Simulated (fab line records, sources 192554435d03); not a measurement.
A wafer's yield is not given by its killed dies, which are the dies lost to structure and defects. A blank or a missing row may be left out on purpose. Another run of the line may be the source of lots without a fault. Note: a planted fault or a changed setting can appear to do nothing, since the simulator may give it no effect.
fab line records	flow n5_finfet
[record] lots = 10	wafers = 29	last_day = 17
route steps=1938 shown BEOL_M12@1615 PASSIVATION@1936
lots untouched by any fault: they come from a run of this same line in which no faults occurred
start_h: hours from the record's first day to the start of the lot's first wafer shown	wait_h: how many hours have passed since the lot's step before this one	" identical to the entry in the row above	L1.1+2: a single row standing in for several wafers	- no value present, or no start provided	* or withheld: withheld	< > ~ a bound
route shown NAME@n: a module of which the file shows steps, and the number in the route of the first	usual: average and standard deviation across the fault-free wafers	same: alike in all rows	chamber/n: place in a boat	sites: readings site by site	_std_site: the values' standard deviation	_edge_site: the outer-site mean with the inner-site mean subtracted	radius_mm: for every site, how far away it sits from the centre of the wafer	mask NAME#n: copy n	behind: the last tool/chamber to shape the wafer	hold: what put the lot on hold/how long, in hours/how the hold closed	device: which transistor (n, p or np) failed to switch	end of line: the same wafers' tests at the end of the route	a step given without rows: its recipe and nothing more	killed: not the wafer's yield, but the dies lost to structure and defects at the first sort	map: shows each die of a wafer: x if killed, . if not, _ if none is there
set.NAME: the setting that was run; set.NAME@STEP: the one run at that earlier step	model.NAME: the simulator's own value behind a step, which no gauge read
steps of the route over a sample of lots; a table a step, a row a wafer
services: when a tool's chamber went out of use (start_h, in hours from the record's first day, below 0 if earlier), for how many hours, and the reason
[[steps]]
[step N5_BEOL_M12_DESCUM_15]
[recipe] chemistry = O2	time_s = 7.9	source_power_w = 50	bias_power_w = 20	pressure_mtorr = 20	rf_frequency_hz = 2.712e+07	temp_c = 40	o2_flow_sccm = 225
[usual] drypump_motor_current_A = 5.9/0.44	oes_product_au = 0.77/0.075	rf_fwd_power_W = 49.40/0.23	rf_vpp_V = 243.2/1.2	showerhead_plenum_p_Torr = 2.09/0.063	throttle_valve_pct = 20.46/0.29
lot.wafer	tool	chamber	start_h	wait_h	drypump_motor_current_A	oes_product_au	rf_fwd_power_W	rf_hours_counter_h	rf_vpp_V	showerhead_plenum_p_Torr	throttle_valve_pct
L941.2	rie_diel-01	3	247.50	0.1	6.1	0.69	49.65	247	243.9	2.08	20.99
L941.4	"	2	"	"	6.2	0.89	49.53	53	243.0	2.14	20.61
L941.5	"	3	"	"	6.1	0.68	49.49	-	244.3	2.08	21.00
L942.1	rie_diel-01	3	251.60	0.0	6.2	0.68	49.30	249	243.4	2.08	21.01
L942.3	"	1	"	"	6.0	0.70	49.34	195	241.9	1.97	20.31
L942.5	"	0	"	"	6.4	0.77	49.68	-	244.7	2.17	20.58
L943.1	rie_diel-06	0	259.27	0.0	5.7	0.77	49.75	150	245.7	2.19	20.51
L943.2	"	2	"	"	5.4	0.71	49.53	222	243.8	2.07	20.35
L943.6	"	0	"	"	5.7	0.77	49.52	-	243.9	2.19	20.51
L946.3	rie_diel-06	0	274.36	0.0	5.7	0.77	49.77	155	243.1	2.19	20.51
L946.4	"	1	"	"	6.5	0.94	49.08	11	244.9	2.11	20.18
L946.6	"	2	"	"	5.4	0.70	49.33	-	242.4	2.07	20.36
L949.2	rie_diel-06	0	283.72	0.1	5.7	0.77	49.85	157	245.1	2.19	20.53
L949.5	"	1	"	"	6.5	0.94	49.14	-	243.4	2.11	20.16
L949.6	"	0	"	"	5.7	0.77	49.76	-	244.9	2.19	20.51
L951.1	rie_diel-06	1	301.15	0.0	6.5	0.92	48.95	20	242.9	2.11	20.17
L951.3	"	0	"	"	5.7	0.77	49.63	163	243.9	2.18	20.52
L951.6	"	2	"	"	5.4	0.71	49.49	-	242.5	2.06	20.38
L955.2	rie_diel-03	3	316.75	0.0	6.3	0.81	49.19	124	242.7	2.00	19.98
L955.3	"	2	"	"	5.4	0.69	49.44	226	241.6	2.03	20.13
L955.6	"	0	"	"	6.1	0.68	49.27	-	243.3	2.10	21.08
L953.4	rie_diel-01	1	317.52	0.1	6.0	0.68	49.09	221	243.2	1.96	20.35
L953.5	"	0	"	"	6.5	0.74	49.87	-	244.5	2.16	20.62
L953.6	"	1	"	"	5.9	0.69	49.21	-	242.8	1.97	20.34
L958.1	rie_diel-01	0	342.59	0.0	6.5	0.73	49.64	202	246.4	2.16	20.63
L958.3	"	2	"	"	6.3	0.83	49.79	91	242.5	2.12	20.66
L960.1	rie_diel-06	3	350.81	0.1	5.3	0.77	49.32	96	242.8	2.12	20.51
L960.4	"	3	"	"	5.3	0.77	49.32	-	244.7	2.12	20.51
L960.5	"	1	"	"	6.5	0.89	49.29	-	242.9	2.10	20.22
[step N5_BEOL_M12_EXPOSE_25]
[recipe] mask_id = M12	na = 0.93	source_shape = conventional	sigma_outer = 0.4	polarization = unpolarized	dose_mj = 21.8
[usual] focus_offset_nm = -0.1/0.51
lot.wafer	tool	chamber	start_h	wait_h	mask	focus_offset_nm
L941.2	krf_scanner-01	0	248.16	-	M12#0	0.1
L941.4	"	0	"	"	M12#0	0.2
L941.5	"	0	"	"	M12#0	0.0
L942.1	krf_scanner-02	0	252.37	-	M12#0	-0.4
L942.3	"	0	"	"	M12#0	-0.1
L942.5	"	0	"	"	M12#0	0.2
L943.1	krf_scanner-02	0	259.92	-	M12#0	-0.5
L943.2	"	0	"	"	M12#0	-0.2
L943.6	"	0	"	"	M12#0	0.0
L946.3	krf_scanner-02	0	275.14	-	M12#0	-0.3
L946.4	"	0	"	"	M12#0	0.4
L946.6	"	0	"	"	M12#0	-0.2
L949.2	krf_scanner-02	0	284.53	-	M12#0	0.0
L949.5	"	0	"	"	M12#0	0.0
L949.6	"	0	"	"	M12#0	-0.1
L951.1	krf_scanner-01	0	301.92	-	M12#0	0.1
L951.3	"	0	"	"	M12#0	0.5
L951.6	"	0	"	"	M12#0	0.2
L955.2	krf_scanner-01	0	317.57	-	M12#0	-0.2
L955.3	"	0	"	"	M12#0	-0.4
L955.6	"	0	"	"	M12#0	0.3
L953.4	krf_scanner-01	0	318.23	-	M12#0	-0.2
L953.5	"	0	"	"	M12#0	0.2
L953.6	"	0	"	"	M12#0	-0.2
L958.1	krf_scanner-01	0	343.36	-	M12#0	-0.2
L958.3	"	0	"	"	M12#0	-0.1
L960.1	krf_scanner-01	0	351.59	-	M12#0	0.2
L960.4	"	0	"	"	M12#0	0.3
L960.5	"	0	"	"	M12#0	-0.1
[step N5_BEOL_M12_CD_MEAS_28]
[recipe] target_cd_nm = 160.2	landing_energy_ev = 500	detector = se_inlens	polarity = opening
[usual] cd_nm = 159.8/1.6
lot.wafer	tool	chamber	start_h	wait_h	cd_nm
L941.2	cd_sem-02	0	248.32	-	159.8
L941.4	"	0	"	"	157.2
L941.5	"	0	"	"	162.3
L942.1	cd_sem-02	0	252.55	-	162.6
L942.3	"	0	"	"	164.5
L942.5	"	0	"	"	161.7
L943.1	cd_sem-02	0	260.10	-	158.9
L943.2	"	0	"	"	160.9
L943.6	"	0	"	"	160.2
L946.3	cd_sem-03	0	275.31	-	160.3
L946.4	"	0	"	"	160.2
L946.6	"	0	"	"	160.3
L949.2	cd_sem-03	0	284.70	-	158.2
L949.5	"	0	"	"	157.8
L949.6	"	0	"	"	158.8
L951.1	cd_sem-01	0	302.09	-	160.2
L951.3	"	0	"	"	160.5
L951.6	"	0	"	"	156.9
L955.2	cd_sem-03	0	317.73	-	157.5
L955.3	"	0	"	"	160.3
L955.6	"	0	"	"	158.9
L953.4	cd_sem-02	0	318.38	-	163.0
L953.5	"	0	"	"	168.2
L953.6	"	0	"	"	161.4
L958.1	cd_sem-01	0	343.53	-	161.1
L958.3	"	0	"	"	168.2
L960.1	cd_sem-01	0	351.76	-	162.2
L960.4	"	0	"	"	159.0
L960.5	"	0	"	"	167.8
[step N5_BEOL_M12_DESCUM_33]
[recipe] chemistry = O2	time_s = 7.9	source_power_w = 50	bias_power_w = 20	pressure_mtorr = 20	rf_frequency_hz = 2.712e+07	temp_c = 40	o2_flow_sccm = 225
[usual] drypump_motor_current_A = 5.9/0.41	oes_product_au = 0.77/0.076	rf_fwd_power_W = 49.40/0.21	rf_vpp_V = 243.1/1.2	showerhead_plenum_p_Torr = 2.08/0.061	throttle_valve_pct = 20.5/0.33
lot.wafer	tool	chamber	start_h	wait_h	drypump_motor_current_A	oes_product_au	rf_fwd_power_W	rf_hours_counter_h	rf_vpp_V	showerhead_plenum_p_Torr	throttle_valve_pct
L941.2	rie_diel-03	2	248.45	0.0	5.4	0.71	49.66	204	241.8	2.04	20.1
L941.4	"	1	"	"	5.5	0.81	49.08	96	243.3	2.12	20.6
L941.5	"	0	"	"	6.1	0.70	49.24	-	242.9	2.11	21.0
L942.1	rie_diel-03	0	252.64	0.0	6.1	0.70	49.40	197	244.2	2.11	21.0
L942.3	"	2	"	"	5.3	0.70	49.57	205	243.0	2.04	20.1
L942.5	"	2	"	"	5.4	0.70	49.73	-	244.3	2.04	20.1
L943.1	rie_diel-03	1	260.26	0.1	5.5	0.79	49.03	100	244.0	2.12	20.6
L943.2	"	2	"	"	5.4	0.70	49.58	208	244.1	2.04	20.1
L943.6	"	3	"	"	6.3	0.83	49.44	-	243.8	2.00	19.9
L946.3	rie_diel-01	1	275.73	0.4	5.9	0.70	49.09	207	242.1	1.97	20.3
L946.4	"	1	"	"	5.9	0.69	49.14	-	240.9	1.97	20.3
L946.6	"	0	"	"	6.5	0.75	49.79	-	244.0	2.17	20.6
L949.2	rie_diel-03	3	285.49	0.7	6.3	0.82	49.23	114	241.4	2.00	19.9
L949.5	"	3	"	"	6.3	0.82	49.49	-	241.3	2.00	20.0
L949.6	"	0	"	"	6.1	0.70	49.72	-	243.3	2.11	21.1
L951.1	rie_diel-03	1	302.58	0.4	5.5	0.77	49.09	114	243.5	2.11	20.6
L951.3	"	2	"	"	5.4	0.69	49.57	222	242.9	2.04	20.1
L951.6	"	0	"	"	6.1	0.68	49.43	-	241.9	2.11	21.1
L955.2	rie_diel-01	0	318.08	0.3	6.5	0.74	49.62	192	244.2	2.16	20.6
L955.3	"	1	"	"	5.9	0.69	49.27	221	243.0	1.96	20.3
L955.6	"	3	"	"	6.2	0.92	49.52	-	241.5	2.07	20.6
L953.4	rie_diel-03	0	318.60	0.2	6.1	0.67	49.37	221	242.7	2.10	21.1
L953.5	"	0	"	"	6.1	0.68	49.37	-	242.7	2.10	21.1
L953.6	"	3	"	"	6.3	0.81	49.47	-	242.0	2.00	20.0
L958.1	rie_diel-06	0	343.62	0.0	5.8	0.75	49.59	179	244.4	2.18	20.5
L958.3	"	3	"	"	5.2	0.77	49.18	92	243.7	2.12	20.5
L960.1	rie_diel-03	1	351.85	0.0	5.5	0.77	49.28	130	243.7	2.11	20.7
L960.4	"	3	"	"	6.3	0.81	49.18	136	242.3	1.99	20.0
L960.5	"	2	"	"	5.4	0.69	49.45	-	242.7	2.03	20.1
[step N5_BEOL_M12_ETCH_68]
[recipe] chemistry = N2/H2	target = SOC	mask_material = SiARC	source_w = 3000	bias_w = 350	temp_c = 40	time_s = 285	ion_energy_ev = 200	pressure_mtorr = 30	n2_flow_sccm = 200	h2_flow_sccm = 200
[usual] drypump_motor_current_A = 5.9/0.41	n2_flow_sccm = 200.0/0.56	oes_product_au = 0.76/0.077	rf_fwd_power_W = 2993/8.2	rf_vpp_V = 523.5/2	showerhead_plenum_p_Torr = 2.53/0.069	throttle_valve_pct = 17.78/0.18
lot.wafer	tool	chamber	start_h	wait_h	drypump_motor_current_A	n2_flow_sccm	oes_product_au	rf_fwd_power_W	rf_hours_counter_h	rf_vpp_V	showerhead_plenum_p_Torr	throttle_valve_pct
L941.2	rie_diel-03	2	248.64	0.1	5.4	200.6	0.70	3003	204	524.1	2.54	17.77
L941.4	"	1	"	"	5.5	199.6	0.80	3011	96	523.7	2.58	17.94
L941.5	"	0	"	"	6.1	200.0	0.70	2995	-	523.9	2.49	17.91
L942.1	rie_diel-03	0	252.82	0.1	6.1	199.6	0.69	2981	198	522.4	2.49	17.91
L942.3	"	2	"	"	5.4	200.1	0.70	2999	205	521.9	2.54	17.77
L942.5	"	2	"	"	5.4	200.0	0.69	3009	-	523.0	2.54	17.76
L943.1	rie_diel-03	1	260.44	0.1	5.5	200.6	0.79	2997	100	524.9	2.57	17.94
L943.2	"	2	"	"	5.4	198.6	0.70	2988	208	522.8	2.54	17.79
L943.6	"	3	"	"	6.3	200.2	0.83	2998	-	521.6	2.45	17.38
L946.3	rie_diel-01	1	275.91	0.1	6.0	199.3	0.69	2980	207	520.3	2.39	17.62
L946.4	"	1	"	"	6.0	200.1	0.69	2977	-	519.1	2.39	17.60
L946.6	"	0	"	"	6.5	200.2	0.75	2989	-	526.4	2.63	17.95
L949.2	rie_diel-03	3	285.68	0.1	6.3	199.7	0.81	3002	114	520.3	2.45	17.39
L949.5	"	3	"	"	6.3	199.2	0.81	2995	-	520.6	2.45	17.41
L949.6	"	0	"	"	6.1	199.8	0.68	2990	-	523.0	2.48	17.93
L951.1	rie_diel-03	1	302.76	0.1	5.5	200.4	0.78	2987	114	524.0	2.57	17.96
L951.3	"	2	"	"	5.4	200.3	0.69	2990	222	522.6	2.53	17.80
L951.6	"	0	"	"	6.1	200.7	0.68	2980	-	520.8	2.48	17.93
L955.2	rie_diel-01	0	318.26	0.1	6.4	200.5	0.74	3006	192	526.2	2.62	17.96
L955.3	"	1	"	"	5.9	200.1	0.68	2988	221	519.3	2.38	17.64
L955.6	"	3	"	"	6.1	200.3	0.93	3002	-	523.0	2.49	17.72
L953.4	rie_diel-03	0	318.78	0.1	6.1	200.7	0.67	2999	221	524.1	2.48	17.97
L953.5	"	0	"	"	6.1	199.9	0.67	2991	-	524.4	2.48	17.98
L953.6	"	3	"	"	6.3	199.8	0.80	2997	-	521.3	2.44	17.42
L958.1	rie_diel-06	0	343.80	0.1	5.8	200.5	0.73	3023	179	526.3	2.62	17.69
L958.3	"	3	"	"	5.3	199.6	0.78	2984	93	522.1	2.56	17.74
L960.1	rie_diel-03	1	352.03	0.1	5.5	200.1	0.76	2996	131	524.2	2.56	18.01
L960.4	"	3	"	"	6.3	200.3	0.79	3000	136	520.7	2.44	17.43
L960.5	"	2	"	"	5.4	200.8	0.67	2997	-	523.9	2.53	17.84
[step N5_PASSIVATION_PROBE_49]
[usual] defect_limited_yield = 91.5/1.7	killed_at_M0_to_M3 = 33/11	killed_at_M4_up = 13/5.2	killed_at_contacts = 11/5.7	killed_at_front_end = 39/11	killed_at_other = 4/3	killed_dies = 101/20	killed_open = 66/15	killed_short = 33/8.4	sort_bin_4_leakage = 0.01/0.073	sort_bin_5_function = 5.0/1.1	sort_bin_6_memory = 3.2/0.69	sort_bin_8_speed = 0.1/0.52	sort_n_pass = 1078/20	sort_yield_pct = 91.4/1.7
[same] gross_dies = 1180	killed_at_back_side = 0
lot.wafer	tool	chamber	start_h	wait_h	defect_limited_yield[%]	killed_at_M0_to_M3	killed_at_M4_up	killed_at_contacts	killed_at_front_end	killed_at_other	killed_dies	killed_open	killed_short	sort_bin_4_leakage[%]	sort_bin_5_function[%]	sort_bin_6_memory[%]	sort_bin_8_speed[%]	sort_n_pass	sort_yield_pct[%]
L942.1	prober-01	-	287.51	0.0	93.4	24	16	10	24	4	78	51	23	0	4.3	2.3	0	1102	93.4
L942.3	prober-01	-	287.61	0.1	91.6	37	22	7	26	7	99	66	32	0	4.6	3.5	0	1081	91.6
L942.5	prober-01	-	287.71	0.2	90.9	43	11	13	36	4	107	70	34	0	5.1	3.5	0	1073	90.9
L941.2	prober-02	-	288.10	0.1	92.0	31	23	7	32	1	94	63	28	0	5.3	2.1	0	1086	92.0
L941.4	prober-02	-	288.20	0.2	91.2	38	14	4	43	5	104	67	34	0	5.4	3.1	0	1076	91.2
L941.5	prober-02	-	288.25	0.2	92.3	38	12	4	37	0	91	59	30	0	4.3	3.2	0	1089	92.3
L943.1	prober-01	-	297.33	0.0	89.6	43	25	12	39	4	123	84	35	0	6.9	3.2	0	1057	89.6
L943.2	prober-01	-	297.38	0.1	90.3	31	20	19	40	4	114	68	37	0	5.7	3.8	0	1066	90.3
L943.6	prober-01	-	297.58	0.3	91.8	19	18	10	48	2	97	67	27	0	5.1	2.9	0	1083	91.8
L946.3	prober-01	-	320.07	0.1	89.6	41	15	10	57	0	123	76	44	0	5.7	4.4	0	1057	89.6
L946.4	prober-01	-	320.12	0.2	90.4	23	31	16	41	2	113	81	31	0.08	5.6	3.7	0	1066	90.3
L946.6	prober-01	-	320.22	0.3	93.0	32	15	19	15	2	83	53	25	0	3.6	3.0	0	1097	93.0
L949.2	prober-02	-	331.77	0.1	94.7	20	3	10	28	1	62	43	16	0	3.1	2.1	0	1118	94.7
L949.5	prober-02	-	331.92	0.2	93.3	28	9	6	34	2	79	56	20	0	3.7	2.7	0	1101	93.3
L949.6	prober-02	-	331.97	0.3	93.6	30	12	14	20	0	76	57	16	0	3.3	2.9	0	1104	93.6
L951.1	prober-01	-	337.32	0.0	93.8	23	11	5	27	7	73	48	23	0	3.7	2.3	0	1107	93.8
L951.3	prober-01	-	337.42	0.1	92.8	43	17	4	18	3	85	61	22	0	4.2	2.6	0.1	1095	92.8
L951.6	prober-01	-	337.57	0.3	91.8	37	11	7	40	2	97	68	27	0	5.7	2.4	0	1083	91.8
L955.2	prober-01	-	354.15	0.1	89.1	35	21	13	57	3	129	86	40	0	6.4	4.0	0	1051	89.1
L955.3	prober-01	-	354.20	0.1	91.6	32	9	21	32	5	99	62	37	0	4.4	3.8	0	1081	91.6
L955.6	prober-01	-	354.35	0.3	90.7	47	12	15	32	4	110	60	48	0	5.7	3.3	0	1070	90.7
L953.4	prober-01	-	364.26	0.2	87.2	54	22	4	67	4	151	97	54	0	8.1	4.5	0	1029	87.2
L953.5	prober-01	-	364.31	0.2	90.2	39	18	11	47	1	116	78	34	0	5.5	4.1	0	1064	90.2
L953.6	prober-01	-	364.36	0.3	88.5	55	20	14	44	3	136	96	37	0	6.9	4.4	0	1044	88.5
L958.1	prober-02	-	382.02	0.0	90.4	38	14	3	56	2	113	62	46	0	5.2	3.6	0	1067	90.4
L958.3	prober-02	-	382.12	0.1	91.5	27	14	9	43	7	100	56	44	0	4.8	3.1	0	1080	91.5
L960.1	prober-01	-	396.33	0.0	89.8	43	11	11	54	1	120	85	32	0	6.4	3.6	0	1060	89.8
L960.4	prober-01	-	396.48	0.2	90.8	31	15	16	43	3	108	60	45	0	4.8	3.9	0	1072	90.8
L960.5	prober-01	-	396.53	0.2	89.3	35	15	17	58	1	126	90	30	0	6.2	4.2	0	1054	89.3
// killed by level:class
L942.1 BEOL_M1:geometric_particle:open=9 MOL_CONTACT_COAG:geometric_particle:open=7 BEOL_M4:geometric_particle:open=7 STI_FIN_REVEAL:geometric_particle:open=6 DUMMY_GATE:geometric_particle:open=4 ILD0:geometric_particle:short=3 BEOL_M0_SAQP:geometric_particle:short=3 STARTING-WAFER:geometric_particle:open=3
L942.3 BEOL_M1:geometric_particle:open=9 BEOL_M4:geometric_particle:open=9 BEOL_M0_SAQP:geometric_particle:short=8 BEOL_M2:geometric_particle:open=7 BEOL_M3:geometric_particle:open=7 MOL_CONTACT_COAG:geometric_particle:open=6 PASS1_CAP:geometric_particle:short=5 FIN_SAQP:geometric_particle:open=4
L942.5 MOL_CONTACT_COAG:geometric_particle:open=10 BEOL_M0_SAQP:geometric_particle:open=10 BEOL_M1:geometric_particle:open=9 FIN_SAQP:geometric_particle:open=8 FIN_SAQP:geometric_particle:short=8 BEOL_M0_SAQP:geometric_particle:short=7 GATE_CUT:geometric_particle:short=6 BEOL_M5:geometric_particle:open=5
L941.2 BEOL_M1:geometric_particle:open=11 BEOL_M4:geometric_particle:open=10 FIN_SAQP:geometric_particle:short=7 MOL_CONTACT_COAG:geometric_particle:open=6 STI_FIN_REVEAL:geometric_particle:open=6 FIN_SAQP:geometric_particle:open=4 BEOL_M2:geometric_particle:open=4 BEOL_M3:geometric_particle:open=4
L941.4 BEOL_M1:geometric_particle:open=14 STI_FIN_REVEAL:geometric_particle:open=12 BEOL_M0_SAQP:geometric_particle:open=8 FIN_SAQP:geometric_particle:short=6 BEOL_M0_SAQP:geometric_particle:short=6 DUMMY_GATE:geometric_particle:open=5 STI_FIN_REVEAL:geometric_particle:short=4 BEOL_M4:geometric_particle:open=4
L941.5 STI_FIN_REVEAL:geometric_particle:open=13 BEOL_M1:geometric_particle:open=9 BEOL_M0_SAQP:geometric_particle:open=7 FIN_SAQP:geometric_particle:open=6 FIN_SAQP:geometric_particle:short=6 BEOL_M2:geometric_particle:short=6 BEOL_M3:geometric_particle:open=5 MOL_CONTACT_COAG:geometric_particle:open=4
L943.1 BEOL_M0_SAQP:geometric_particle:open=13 MOL_CONTACT_COAG:geometric_particle:open=11 BEOL_M4:geometric_particle:open=11 STI_FIN_REVEAL:geometric_particle:open=9 BEOL_M3:geometric_particle:open=9 BEOL_M0_SAQP:geometric_particle:short=8 FIN_SAQP:geometric_particle:open=5 GATE_CUT:geometric_particle:short=5
L943.2 MOL_CONTACT_COAG:geometric_particle:open=10 MOL_CONTACT_COAG:geometric_particle:short=9 STI_FIN_REVEAL:geometric_particle:open=8 BEOL_M4:geometric_particle:open=8 FIN_SAQP:geometric_particle:open=7 BEOL_M1:geometric_particle:open=7 STARTING-WAFER:geometric_particle:open=6 BEOL_M3:geometric_particle:short=6
L943.6 STI_FIN_REVEAL:geometric_particle:open=22 MOL_CONTACT_COAG:geometric_particle:open=8 BEOL_M1:geometric_particle:open=7 GATE_CUT:geometric_particle:open=6 STI_FIN_REVEAL:geometric_particle:short=4 BEOL_M3:geometric_particle:open=4 BEOL_M4:geometric_particle:open=4 BEOL_M5:geometric_particle:open=4
L946.3 FIN_SAQP:geometric_particle:open=13 STI_FIN_REVEAL:geometric_particle:open=13 BEOL_M0_SAQP:geometric_particle:short=12 BEOL_M0_SAQP:geometric_particle:open=11 FIN_SAQP:geometric_particle:short=10 GATE_CUT:geometric_particle:short=9 BEOL_M4:geometric_particle:open=8 MOL_CONTACT_COAG:geometric_particle:open=7
L946.4 MOL_CONTACT_COAG:geometric_particle:open=15 BEOL_M4:geometric_particle:open=13 FIN_SAQP:geometric_particle:open=12 BEOL_M4:geometric_particle:short=7 DUMMY_GATE:geometric_particle:open=6 BEOL_M0_SAQP:geometric_particle:open=6 GATE_CUT:geometric_particle:open=5 BEOL_M0_SAQP:geometric_particle:short=5
L946.6 MOL_CONTACT_COAG:geometric_particle:open=16 BEOL_M3:geometric_particle:open=9 BEOL_M1:geometric_particle:open=5 BEOL_M1:geometric_particle:short=5 STI_FIN_REVEAL:geometric_particle:open=4 BEOL_M0_SAQP:geometric_particle:short=4 BEOL_M4:geometric_particle:open=4 GATE_CUT:geometric_particle:short=3
L949.2 MOL_CONTACT_COAG:geometric_particle:open=9 DUMMY_GATE:geometric_particle:open=7 BEOL_M2:geometric_particle:open=5 FIN_SAQP:geometric_particle:open=4 BEOL_M0_SAQP:geometric_particle:open=4 BEOL_M0:geometric_particle:open=4 STI_FIN_REVEAL:geometric_particle:open=3 DUMMY_GATE:geometric_particle:short=3
L949.5 DUMMY_GATE:geometric_particle:open=8 BEOL_M3:geometric_particle:open=8 FIN_SAQP:geometric_particle:open=5 STI_FIN_REVEAL:geometric_particle:open=5 BEOL_M0_SAQP:geometric_particle:open=5 BEOL_M1:geometric_particle:open=5 FIN_SAQP:geometric_particle:short=4 MOL_CONTACT_COAG:geometric_particle:short=3
L949.6 BEOL_M3:geometric_particle:open=13 MOL_CONTACT_COAG:geometric_particle:open=11 BEOL_M2:geometric_particle:open=6 DUMMY_GATE:geometric_particle:open=5 BEOL_M8:geometric_particle:open=4 MOL_CONTACT_COAG:geometric_particle:short=3 BEOL_M4:geometric_particle:open=3 STARTING-WAFER:geometric_particle:open=3
L951.1 BEOL_M0_SAQP:geometric_particle:short=7 FIN_SAQP:geometric_particle:open=5 STI_FIN_REVEAL:geometric_particle:open=5 BEOL_M1:geometric_particle:open=5 DUMMY_GATE:geometric_particle:open=4 MOL_CONTACT_COAG:geometric_particle:open=4 BEOL_M2:geometric_particle:open=4 PAD_METAL:geometric_particle:short=4
L951.3 BEOL_M0_SAQP:geometric_particle:open=10 BEOL_M2:geometric_particle:open=9 BEOL_M0_SAQP:geometric_particle:short=8 BEOL_M4:geometric_particle:open=7 DUMMY_GATE:geometric_particle:open=5 BEOL_M3:geometric_particle:open=5 STI_FIN_REVEAL:geometric_particle:open=4 GATE_CUT:geometric_particle:short=3
L951.6 FIN_SAQP:geometric_particle:open=16 BEOL_M0_SAQP:geometric_particle:open=10 BEOL_M0_SAQP:geometric_particle:short=9 FIN_SAQP:geometric_particle:short=7 BEOL_M2:geometric_particle:open=7 MOL_CONTACT_COAG:geometric_particle:open=5 BEOL_M1:geometric_particle:open=4 BEOL_M3:geometric_particle:open=4
L955.2 STI_FIN_REVEAL:geometric_particle:open=21 BEOL_M4:geometric_particle:open=11 MOL_CONTACT_COAG:geometric_particle:open=9 BEOL_M2:geometric_particle:open=9 BEOL_M0_SAQP:geometric_particle:open=8 STI_FIN_REVEAL:geometric_particle:short=7 BEOL_M1:geometric_particle:open=6 FIN_SAQP:geometric_particle:short=5
L955.3 MOL_CONTACT_COAG:geometric_particle:open=16 STI_FIN_REVEAL:geometric_particle:open=9 GATE_CUT:geometric_particle:short=9 BEOL_M3:geometric_particle:open=8 MOL_CONTACT_COAG:geometric_particle:short=5 BEOL_M0_SAQP:geometric_particle:short=5 BEOL_M0_SAQP:geometric_particle:open=5 GATE_CUT:geometric_particle:open=4
L955.6 MOL_CONTACT_COAG:geometric_particle:open=12 BEOL_M2:geometric_particle:short=9 FIN_SAQP:geometric_particle:short=8 BEOL_M0_SAQP:geometric_particle:short=8 BEOL_M0_SAQP:geometric_particle:open=7 BEOL_M3:geometric_particle:open=7 BEOL_M2:geometric_particle:open=5 BEOL_M1:geometric_particle:open=5
L953.4 FIN_SAQP:geometric_particle:open=18 STI_FIN_REVEAL:geometric_particle:open=18 BEOL_M0_SAQP:geometric_particle:short=13 BEOL_M3:geometric_particle:open=11 BEOL_M4:geometric_particle:open=10 BEOL_M0_SAQP:geometric_particle:open=9 FIN_SAQP:geometric_particle:short=8 BEOL_M3:geometric_particle:short=8
L953.5 STI_FIN_REVEAL:geometric_particle:open=12 BEOL_M3:geometric_particle:open=10 FIN_SAQP:geometric_particle:open=8 DUMMY_GATE:geometric_particle:open=6 MOL_CONTACT_COAG:geometric_particle:open=6 BEOL_M2:geometric_particle:open=6 STARTING-WAFER:geometric_particle:open=6 FIN_SAQP:geometric_particle:short=5
L953.6 STI_FIN_REVEAL:geometric_particle:open=19 BEOL_M4:geometric_particle:open=14 BEOL_M0_SAQP:geometric_particle:open=12 MOL_CONTACT_COAG:geometric_particle:open=12 BEOL_M0_SAQP:geometric_particle:short=9 BEOL_M1:geometric_particle:open=8 BEOL_M3:geometric_particle:open=7 STI_FIN_REVEAL:geometric_particle:short=7
L958.1 BEOL_M0_SAQP:geometric_particle:short=17 BEOL_M0_SAQP:geometric_particle:open=12 FIN_SAQP:geometric_particle:open=9 GATE_CUT:geometric_particle:short=9 FIN_SAQP:geometric_particle:short=8 GATE_CUT:geometric_particle:open=8 BEOL_M4:geometric_particle:open=7 STI_FIN_REVEAL:geometric_particle:open=4
L958.3 FIN_SAQP:geometric_particle:open=12 FIN_SAQP:geometric_particle:short=11 GATE_CUT:geometric_particle:short=9 MOL_CONTACT_COAG:geometric_particle:open=8 BEOL_M2:geometric_particle:open=7 BEOL_M0_SAQP:geometric_particle:short=7 PAD_METAL:geometric_particle:short=6 BEOL_M3:geometric_particle:open=5
L960.1 BEOL_M2:geometric_particle:open=22 FIN_SAQP:geometric_particle:open=11 FIN_SAQP:geometric_particle:short=9 MOL_CONTACT_COAG:geometric_particle:open=9 STI_FIN_REVEAL:geometric_particle:open=8 BEOL_M3:geometric_particle:open=7 DUMMY_GATE:geometric_particle:open=6 BEOL_M0_SAQP:geometric_particle:open=5
L960.4 MOL_CONTACT_COAG:geometric_particle:open=12 BEOL_M0_SAQP:geometric_particle:short=10 FIN_SAQP:geometric_particle:open=9 FIN_SAQP:geometric_particle:short=7 STI_FIN_REVEAL:geometric_particle:open=6 SPACER0:geometric_particle:short=6 GATE_CUT:geometric_particle:short=5 BEOL_M4:geometric_particle:open=5
L960.5 STI_FIN_REVEAL:geometric_particle:open=17 MOL_CONTACT_COAG:geometric_particle:open=15 FIN_SAQP:geometric_particle:open=11 BEOL_M2:geometric_particle:open=9 BEOL_M0_SAQP:geometric_particle:open=7 BEOL_M3:geometric_particle:open=6 FIN_SAQP:geometric_particle:short=5 BEOL_M0_SAQP:geometric_particle:short=5
[[services]]
tool	chamber	start_h	hours	kind
krf_scanner-02	-	249.88	0.3	repair
krf_scanner-01	-	251.16	1.0	pm
rie_diel-01	3	255.63	-	clean
rie_diel-01	3	255.63	-	consumable_replace:focus_ring
rie_diel-01	3	255.63	20.5	scheduled_down
rie_diel-01	3	255.63	20.5	vent_cycle
krf_scanner-01	0	279.00	-	calibration
krf_scanner-02	-	280.19	1.0	pm
krf_scanner-01	-	299.52	0.4	repair
krf_scanner-01	-	303.47	0.8	pm
krf_scanner-01	-	307.28	1.3	pm
rie_diel-06	3	307.81	6.7	repair
rie_diel-01	3	330.01	15.9	repair
krf_scanner-01	-	336.40	4.4	pm
rie_diel-06	2	338.04	-	clean
rie_diel-06	2	338.04	-	consumable_replace:focus_ring
rie_diel-06	2	338.04	18.1	scheduled_down
rie_diel-06	2	338.04	18.1	vent_cycle
krf_scanner-02	0	342.78	-	calibration
rie_diel-01	0	343.02	22.2	repair
[[key]]
[first_sign] step = N5_BEOL_M12_CD_MEAS_28	reading = cd_nm	direction = up	sigmas = 5	usual = 159.8	struck = 168.1
effect none on later readings
met_at N5_BEOL_M12_EXPOSE_25
struck_lots L953,L958,L960
struck_wafers L953.5,L958.3,L960.5
not_acting_at N5_BEOL_M12_DESCUM_15,N5_BEOL_M12_DESCUM_33,N5_BEOL_M12_ETCH_68
onset_between 317.57 318.23
[fault] kind = process_parameter_drift	tool = krf_scanner-01	chamber = -	onset_h = 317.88	steps = N5_BEOL_M12_EXPOSE_25	channel = focus_nm	offset = 161.99	shape = step	end_h = 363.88	scope = struck_wafers_only
